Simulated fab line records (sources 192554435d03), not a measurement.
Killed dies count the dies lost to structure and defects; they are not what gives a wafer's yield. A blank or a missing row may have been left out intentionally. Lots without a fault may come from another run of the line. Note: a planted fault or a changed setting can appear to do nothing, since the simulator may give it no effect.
Which tool was responsible? | flow n5_finfet | 6 lots, 16 wafers sampled, at 4 steps of a route of 1938

== WHAT THE GAUGES SHOWED, per wafer ==
N5_BEOL_M12_THK_MEAS_50: measures by xrf.
lot  | measured     | on            | M12_THK (nm)
L880 | day 11 07:54 | film_metro-02 | 322 324 325
L885 | day 11 20:57 | film_metro-01 | 316 316 320
L888 | day 12 14:34 | film_metro-02 | 315 319
L890 | day 13 07:25 | film_metro-01 | 330 322 328
L891 | day 13 21:51 | film_metro-02 | 327 322 317
L896 | day 14 20:37 | film_metro-01 | 324 330

== WHAT TOOL EACH LOT RAN ON (gives the tool, then ch and the chambers of the sampled wafers, and finally the start) ==
lot  | N5_BEOL_M12_PRE_CLEAN_42     | N5_BEOL_M12_SPUTTER_43       | N5_BEOL_M12_CMP_49
L880 | pvd_sputter-01, day 11 06:51 | pvd_sputter-01, day 11 06:53 | cmp-03 ch 0,1, day 11 07:37
L885 | pvd_sputter-02, day 11 19:54 | pvd_sputter-02, day 11 19:56 | cmp-04 ch 0,2,3, day 11 20:42
L888 | pvd_sputter-01, day 12 13:29 | pvd_sputter-01, day 12 13:32 | cmp-04 ch 1,3, day 12 14:18
L890 | pvd_sputter-01, day 13 06:21 | pvd_sputter-01, day 13 06:23 | cmp-04 ch 0,3, day 13 07:07
L891 | pvd_sputter-02, day 13 20:47 | pvd_sputter-02, day 13 20:49 | cmp-01 ch 1,2, day 13 21:33
L896 | pvd_sputter-01, day 14 19:34 | pvd_sputter-01, day 14 19:37 | cmp-03 ch 0, day 14 20:21
- N5_BEOL_M12_PRE_CLEAN_42: time 30 s.
- N5_BEOL_M12_SPUTTER_43: material TaN, target thk 15 nm, time 24.19 s.
- N5_BEOL_M12_CMP_49: polishes, stops on SiOC, t overpolish 20.6 s, target thk 320 nm.

== THE ANSWER, worked out from the rows above alone ==
Rule: the lots themselves supply what counts as usual. The widest of any qualifying gaps counts: lots, ordered by their means at a reading, are off when they make up no more than a third of the lots, leave a main group of 4 or more, and stand apart from it by 3 or more times the standard deviation of that group's means. The tables above print the reading to a certain number of digits; a main group whose means all agree to those digits is not used. A lot without any number at a reading at which 4 lots or more have one is off too. All remaining lots with rows at the step are treated as sound.
Across all readings shown, no lot is off: no conclusion can be drawn from this.

== WHAT THE SIMULATOR HAD INSERTED ==
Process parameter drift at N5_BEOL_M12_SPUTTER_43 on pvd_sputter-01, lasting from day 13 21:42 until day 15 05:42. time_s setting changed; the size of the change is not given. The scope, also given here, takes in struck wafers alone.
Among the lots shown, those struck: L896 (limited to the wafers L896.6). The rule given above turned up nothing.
